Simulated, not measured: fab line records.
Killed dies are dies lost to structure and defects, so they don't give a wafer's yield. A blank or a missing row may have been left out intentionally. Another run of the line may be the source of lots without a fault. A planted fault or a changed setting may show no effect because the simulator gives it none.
Which tool did it? ; flow nandHarc ; 72 wafers from 24 lots sampled at 6 of the route's 1159 steps

== WHAT THE GAUGES SHOWED, per wafer ==
Not one reading of a measure or inspect step in the record can be checked against a usual standard deviation.

== EACH LOT AND THE TOOL THAT RAN IT (in order: tool; ch and the chambers of the sampled wafers; start) ==
lot;NHARC_A_STAIRCASE_STRIP_476;NHARC_A_STAIRCASE_DEP_417;NHARC_A_STAIRCASE_ETCH_444;NHARC_A_STAIRCASE_CMP_152;NHARC_A_STAIRCASE_ETCHBACK_422;NHARC_A_SGD_CUT_CMP_21
L075;rieDiel-06 ch 1,3, day 12 12:13;pecvd-02 ch 0,1, day 12 12:18;rieDiel-06 ch 0,1,3, day 14 00:22;cmp-03 ch 0,1,3, day 14 03:02;rieDiel-03 ch 1,2, day 14 03:30;cmp-04 ch 0,1,3, day 14 14:08
L076;rieDiel-06 ch 0,1,2, day 12 15:04;pecvd-03 ch 0,1,2, day 12 15:12;rieDiel-03 ch 1,3, day 14 00:31;cmp-01 ch 0,1, day 14 03:27;rieDiel-13 ch 1,3, day 14 03:56;cmp-04 ch 2,3, day 14 14:17
L077;rieDiel-03 ch 2,3, day 12 17:23;pecvd-04 ch 0,1,2, day 12 17:28;rieDiel-13 ch 0,2, day 14 00:02;cmp-02 ch 0,2,3, day 14 03:10;rieDiel-06 ch 1,2, day 14 03:40;cmp-03 ch 0,1, day 14 14:08
L074;rieDiel-03 ch 1,2,3, day 12 20:49;pecvd-02 ch 0,1, day 12 20:58;rieDiel-03 ch 1,3, day 14 12:47;cmp-01 ch 0,1,2, day 14 16:07;rieDiel-13 ch 0,1, day 14 16:34;cmp-03 ch 0,3, day 15 02:02
L078;rieDiel-13 ch 0,1, day 12 23:37;pecvd-03 ch 0,2, day 12 23:43;rieDiel-06 ch 0,2,3, day 14 12:35;cmp-01 ch 2,3, day 14 15:49;rieDiel-13 ch 0,1,2, day 14 16:17;cmp-02 ch 0,2,3, day 15 02:05
L079;rieDiel-13 ch 0,1, day 13 04:10;pecvd-02 ch 0,1, day 13 04:16;rieDiel-06 ch 0,1,3, day 14 19:29;cmp-03 ch 0,1,2, day 14 22:40;rieDiel-06 ch 0,3, day 14 23:06;cmp-04 ch 0,1, day 15 07:06
L080;rieDiel-13 ch 0,3, day 13 05:35;pecvd-04 ch 1,2, day 13 05:47;rieDiel-13 ch 0,2,3, day 14 20:04;cmp-03 ch 0,1,2, day 14 22:31;rieDiel-13 ch 0,3, day 14 22:56;cmp-03 ch 1,2,3, day 15 07:09
L082;rieDiel-06 ch 0,1,2, day 13 14:35;pecvd-02 ch 0,1,2, day 13 14:40;rieDiel-03 ch 0,2, day 15 06:46;cmp-01 ch 0,2,3, day 15 09:39;rieDiel-06 ch 0,1,2, day 15 10:08;cmp-04 ch 1,2,3, day 15 18:44
L081;rieDiel-03 ch 1,3, day 13 14:58;pecvd-02 ch 0,2, day 13 15:07;rieDiel-06 ch 0,1,2, day 15 06:32;cmp-03 ch 0,1,2, day 15 09:24;rieDiel-03 ch 1,2,3, day 15 09:53;cmp-02 ch 0,1,2, day 15 18:45
L083;rieDiel-13 ch 0,1,3, day 14 05:54;pecvd-03 ch 0,1,2, day 14 06:00;rieDiel-03 ch 0,2,3, day 15 21:42;cmp-03 ch 1,2,3, day 16 00:57;rieDiel-03 ch 1,2,3, day 16 01:25;cmp-03 ch 0,2,3, day 16 09:29
L085;rieDiel-06 ch 0,1,3, day 14 14:10;pecvd-03 ch 0,1, day 14 14:18;rieDiel-06 ch 0,1,2, day 16 02:56;cmp-03 ch 0,1,3, day 16 06:13;rieDiel-13 ch 0,2,3, day 16 06:42;cmp-03 ch 0,2,3, day 16 15:05
L084;rieDiel-13 ch 0,1,2, day 14 17:13;pecvd-02 ch 0,1, day 14 17:23;rieDiel-13 ch 2,3, day 16 03:02;cmp-01 ch 1,3, day 16 05:57;rieDiel-13 ch 1,2, day 16 06:25;cmp-04 ch 2,3, day 16 15:05
L086;rieDiel-06 ch 1,2,3, day 15 02:23;pecvd-04 ch 0,1, day 15 02:35;rieDiel-03 ch 0,1, day 16 14:49;cmp-02 ch 0,1,3, day 16 18:25;rieDiel-06 ch 0,2,3, day 16 18:53;cmp-03 ch 0,1,2, day 17 03:07
L087;rieDiel-06 ch 2,3, day 15 03:45;pecvd-04 ch 0,1,2, day 15 04:16;rieDiel-06 ch 1,2,3, day 16 14:52;cmp-02 ch 0,1, day 16 18:01;rieDiel-13 ch 0,1,2, day 16 18:29;cmp-04 ch 1,3, day 17 03:08
L088;rieDiel-03 ch 0,3, day 15 05:52;pecvd-04 ch 0,2, day 15 06:01;rieDiel-13 ch 0,3, day 16 14:47;cmp-03 ch 0,1, day 16 17:58;rieDiel-06 ch 0,3, day 16 18:26;cmp-02 ch 1,2,3, day 17 03:10
L089;rieDiel-13 ch 1,2,3, day 15 20:33;pecvd-04 ch 1,2, day 15 20:41;rieDiel-06 ch 0,2, day 17 14:40;cmp-01 ch 0,1,2, day 17 17:34;rieDiel-03 ch 0,1,3, day 17 18:03;cmp-03 ch 0,1,2, day 18 03:45
L090;rieDiel-06 ch 2,3, day 15 22:14;pecvd-02 ch 1,2, day 15 22:23;rieDiel-13 ch 0,1,2, day 17 14:18;cmp-02 ch 1,2,3, day 17 16:59;rieDiel-13 ch 0,3, day 17 17:26;cmp-02 ch 2,3, day 18 03:43
L092;rieDiel-13 ch 0,3, day 16 09:31;pecvd-04 ch 0,1,2, day 16 09:37;rieDiel-03 ch 0,1,3, day 18 02:10;cmp-01 ch 0,2,3, day 18 05:19;rieDiel-06 ch 1,3, day 18 05:48;cmp-03 ch 1,3, day 18 14:28
L091;rieDiel-03 ch 0,2,3, day 16 10:59;pecvd-03 ch 0,1, day 16 11:09;rieDiel-13 ch 0,1,3, day 18 01:58;cmp-01 ch 1,2,3, day 18 04:38;rieDiel-06 ch 1,3, day 18 05:05;cmp-04 ch 2,3, day 18 14:19
L093;rieDiel-06 ch 2,3, day 16 14:50;pecvd-04 ch 0,1,2, day 16 14:55;rieDiel-13 ch 1,2,3, day 18 03:36;cmp-01 ch 0,1,2, day 18 06:17;rieDiel-03 ch 0,1,2, day 18 06:46;cmp-04 ch 1,2,3, day 18 14:31
L094;rieDiel-13 ch 1,2,3, day 16 16:46;pecvd-02 ch 0,1,2, day 16 16:56;rieDiel-06 ch 0,3, day 18 01:38;cmp-03 ch 1,2,3, day 18 04:55;rieDiel-03 ch 0,2, day 18 05:22;cmp-03 ch 1,3, day 18 14:20
L096;rieDiel-13 ch 0,2,3, day 17 09:10;pecvd-02 ch 0,1, day 17 09:18;rieDiel-03 ch 0,1,3, day 18 23:12;cmp-02 ch 0,1,2, day 19 01:39;rieDiel-06 ch 1,2, day 19 02:05;cmp-03 ch 0,3, day 19 09:56
L095;rieDiel-13 ch 0,1,3, day 17 10:23;pecvd-03 ch 1,2, day 17 10:32;rieDiel-13 ch 0,1,3, day 18 22:52;cmp-03 ch 0,2,3, day 19 01:55;rieDiel-03 ch 0,1,3, day 19 02:22;cmp-04 ch 0,2,3, day 19 09:58
L097;rieDiel-03 ch 0,1,2, day 17 23:31;pecvd-04 ch 0,1, day 17 23:40;rieDiel-13 ch 0,1,3, day 19 14:06;cmp-03 ch 0,2,3, day 19 16:48;rieDiel-03 ch 0,1, day 19 17:15;cmp-04 ch 2,3, day 20 00:56
- NHARC_A_STAIRCASE_STRIP_476: strips in O2, time 20 s.
- NHARC_A_STAIRCASE_DEP_417: deposits Si3N4, target thk 60 nm.
- NHARC_A_STAIRCASE_ETCH_444: etches the open film in C4F8/O2, target depth 10200 nm, time 3400 s.
- NHARC_A_STAIRCASE_CMP_152: polishes.
- NHARC_A_STAIRCASE_ETCHBACK_422: etches the open film in CH3F/O2, target depth 40 nm, time 74.286 s.
- NHARC_A_SGD_CUT_CMP_21: polishes, target thk 148.19 nm.

== WHAT THE TOOLS THEMSELVES READ (means of the sampled wafers that have a number; where no wafer has one, the mark that the record gives instead) ==
NHARC_A_STAIRCASE_STRIP_476. Usual: drypumpMotorCurrentA 5.5 A, standard deviation 0.38; oesProductAu 1.000 a.u., standard deviation 0.01; rfVppV 57.9 V, standard deviation 0.99; showerheadPlenumPTorr 3.57 Torr, standard deviation 0.18; throttleValvePct 17.038 %, standard deviation 0.0092.
lot;tool;drypumpMotorCurrentA (A);oesProductAu (a.u.);rfVppV (V);showerheadPlenumPTorr (Torr);throttleValvePct (%);flag
L075;rieDiel-06;5.7;1.000;56.9;3.38;17.033;
L076;rieDiel-06;5.4;0.995;57.5;3.53;17.029;
L077;rieDiel-03;5.0;0.984;58.3;3.70;17.036;
L074;rieDiel-03;5.5;0.997;58.3;3.68;17.031;
L078;rieDiel-13;5.4;1.004;57.5;3.62;17.029;
L079;rieDiel-13;5.4;0.997;57.7;3.62;17.044;
L080;rieDiel-13;5.7;1.003;58.7;3.75;17.032;
L082;rieDiel-06;5.4;1.008;57.3;3.53;17.041;
L081;rieDiel-03;5.8;0.994;58.2;3.73;17.034;
L083;rieDiel-13;5.6;1.003;58.3;3.67;17.031;
L085;rieDiel-06;5.6;0.994;56.8;3.37;17.041;
L084;rieDiel-13;5.4;1.003;58.2;3.50;17.037;
L086;rieDiel-06;5.5;1.008;58.1;3.52;17.035;
L087;rieDiel-06;5.9;1.007;57.6;3.49;17.042;
L088;rieDiel-03;5.5;0.982;58.1;3.68;17.037;
L089;rieDiel-13;5.6;1.001;58.0;3.55;17.034;
L090;rieDiel-06;5.7;1.002;57.1;3.63;17.038;
L092;rieDiel-13;5.7;0.993;58.0;3.73;17.041;
L091;rieDiel-03;5.2;0.989;57.6;3.62;17.040;
L093;rieDiel-06;5.7;1.000;57.4;3.63;17.039;
L094;rieDiel-13;5.6;1.001;57.6;3.55;17.022;
L096;rieDiel-13;5.5;0.999;58.6;3.57;17.042;
L095;rieDiel-13;5.5;1.008;57.8;3.65;17.037;
L097;rieDiel-03;5.5;1.004;57.2;3.56;17.043;

NHARC_A_STAIRCASE_DEP_417. Usual: heaterPowerW at 729 W, with a standard deviation of 130.
lot;tool;heaterPowerW (W);flag
L075;pecvd-02;783;
L076;pecvd-03;792;
L077;pecvd-04;779;
L074;pecvd-02;709;
L078;pecvd-03;928;
L079;pecvd-02;777;
L080;pecvd-04;747;
L082;pecvd-02;665;
L081;pecvd-02;587;
L083;pecvd-03;736;
L085;pecvd-03;603;
L084;pecvd-02;704;
L086;pecvd-04;726;
L087;pecvd-04;784;
L088;pecvd-04;745;
L089;pecvd-04;785;
L090;pecvd-02;662;
L092;pecvd-04;731;
L091;pecvd-03;690;
L093;pecvd-04;801;
L094;pecvd-02;629;
L096;pecvd-02;727;
L095;pecvd-03;722;
L097;pecvd-04;844;

NHARC_A_STAIRCASE_ETCH_444. Usual: oesProductAu 0.929 a.u., standard deviation 0.016; rfVppV 808 V, standard deviation 5.8.
lot;tool;oesProductAu (a.u.);rfVppV (V);flag
L075;rieDiel-06;0.924;801;
L076;rieDiel-03;0.931;812;
L077;rieDiel-13;0.958;802;
L074;rieDiel-03;0.937;811;
L078;rieDiel-06;0.912;807;
L079;rieDiel-06;0.925;802;
L080;rieDiel-13;0.933;808;
L082;rieDiel-03;0.921;808;
L081;rieDiel-06;0.927;806;
L083;rieDiel-03;0.913;809;
L085;rieDiel-06;0.924;806;
L084;rieDiel-13;0.921;804;
L086;rieDiel-03;0.936;808;
L087;rieDiel-06;0.930;806;
L088;rieDiel-13;0.928;814;
L089;rieDiel-06;0.922;805;
L090;rieDiel-13;0.922;805;
L092;rieDiel-03;0.941;809;
L091;rieDiel-13;0.921;811;
L093;rieDiel-13;0.926;807;
L094;rieDiel-06;0.919;801;
L096;rieDiel-03;0.975;810;
L095;rieDiel-13;0.931;810;
L097;rieDiel-13;0.932;811;

NHARC_A_STAIRCASE_CMP_152. Usual: motorCurrentA at 12.4 A, with a standard deviation of 1.4.
lot;tool;motorCurrentA (A);flag
L075;cmp-03;13.0;
L076;cmp-01;11.6;
L077;cmp-02;11.6;
L074;cmp-01;11.9;
L078;cmp-01;12.3;
L079;cmp-03;13.3;
L080;cmp-03;13.5;
L082;cmp-01;11.9;
L081;cmp-03;13.5;
L083;cmp-03;12.3;
L085;cmp-03;12.9;
L084;cmp-01;13.4;
L086;cmp-02;10.4;
L087;cmp-02;10.2;
L088;cmp-03;13.0;
L089;cmp-01;11.9;
L090;cmp-02;11.8;
L092;cmp-01;12.2;
L091;cmp-01;12.7;
L093;cmp-01;11.7;
L094;cmp-03;12.6;
L096;cmp-02;11.7;
L095;cmp-03;13.7;
L097;cmp-03;13.6;

NHARC_A_STAIRCASE_ETCHBACK_422. Usual: drypumpMotorCurrentA 5.5 A, standard deviation 0.42; oesProductAu 0.96 a.u., standard deviation 0.039; rfVppV 244.5 V, standard deviation 1.9; showerheadPlenumPTorr 2.47 Torr, standard deviation 0.12; throttleValvePct 20.662 %, standard deviation 0.0089.
lot;tool;drypumpMotorCurrentA (A);oesProductAu (a.u.);rfVppV (V);showerheadPlenumPTorr (Torr);throttleValvePct (%);flag
L075;rieDiel-03;5.7;0.93;245.2;2.52;20.661;
L076;rieDiel-13;5.5;1.01;244.9;2.55;20.668;
L077;rieDiel-06;5.2;0.93;244.4;2.48;20.667;
L074;rieDiel-13;5.4;1.01;245.2;2.50;20.671;
L078;rieDiel-13;5.4;0.92;243.8;2.43;20.660;
L079;rieDiel-06;6.0;0.99;242.6;2.32;20.663;
L080;rieDiel-13;5.7;0.92;246.7;2.61;20.666;
L082;rieDiel-06;5.4;0.92;244.6;2.45;20.664;
L081;rieDiel-03;5.5;0.92;245.4;2.56;20.658;
L083;rieDiel-03;5.5;0.97;245.9;2.56;20.662;
L085;rieDiel-13;5.6;0.92;245.2;2.49;20.662;
L084;rieDiel-13;5.4;1.00;244.3;2.42;20.661;
L086;rieDiel-06;5.8;0.92;243.2;2.43;20.655;
L087;rieDiel-13;5.4;0.93;244.6;2.43;20.665;
L088;rieDiel-06;5.8;0.92;241.5;2.32;20.663;
L089;rieDiel-03;5.8;1.00;245.1;2.52;20.664;
L090;rieDiel-13;5.5;1.01;246.4;2.56;20.659;
L092;rieDiel-06;5.7;0.92;242.6;2.33;20.667;
L091;rieDiel-06;5.7;0.93;243.2;2.33;20.658;
L093;rieDiel-03;5.5;1.01;243.9;2.48;20.655;
L094;rieDiel-03;5.0;1.01;245.6;2.49;20.656;
L096;rieDiel-06;5.2;1.00;244.3;2.46;20.670;
L095;rieDiel-03;5.8;1.00;245.7;2.51;20.652;
L097;rieDiel-03;6.0;0.94;244.6;2.46;20.662;

NHARC_A_SGD_CUT_CMP_21. Usual: motorCurrentA 12.3 A, standard deviation 1.3; timeToEndpointS 50 s, standard deviation 3.2.
lot;tool;motorCurrentA (A);timeToEndpointS (s);flag
L075;cmp-04;12.2;51;
L076;cmp-04;11.6;51;
L077;cmp-03;13.1;50;
L074;cmp-03;13.5;49;
L078;cmp-02;11.5;51;
L079;cmp-04;12.0;50;
L080;cmp-03;13.1;54;
L082;cmp-04;11.8;50;
L081;cmp-02;11.9;50;
L083;cmp-03;13.6;50;
L085;cmp-03;13.5;52;
L084;cmp-04;12.4;47;
L086;cmp-03;13.5;48;
L087;cmp-04;12.3;53;
L088;cmp-02;12.2;51;
L089;cmp-03;13.1;50;
L090;cmp-02;11.7;50;
L092;cmp-03;12.0;50;
L091;cmp-04;11.6;50;
L093;cmp-04;11.7;50;
L094;cmp-03;11.9;53;
L096;cmp-03;12.7;43;
L095;cmp-04;11.6;49;
L097;cmp-04;10.9;50;

== THE ANSWER, worked out from the rows above alone ==
Rule: take the mean of a lot's wafers that have a number; if it is more than 3 standard deviations from the usual mean, the lot is off. A lot without any number at a reading at which 4 lots or more have one is off too. Where the step has rows for the other lots, those lots are counted as sound. Order of review: gauges by route order, followed by the tools' own readings, for which a lot's mean as printed above is used. At the first step where some lot is off, the reading lying furthest off is the one used; lots without a number count as furthest.
No lot is off on any of the readings shown, so nothing can be concluded from this.

== WHAT THE SIMULATOR HAD INSERTED ==
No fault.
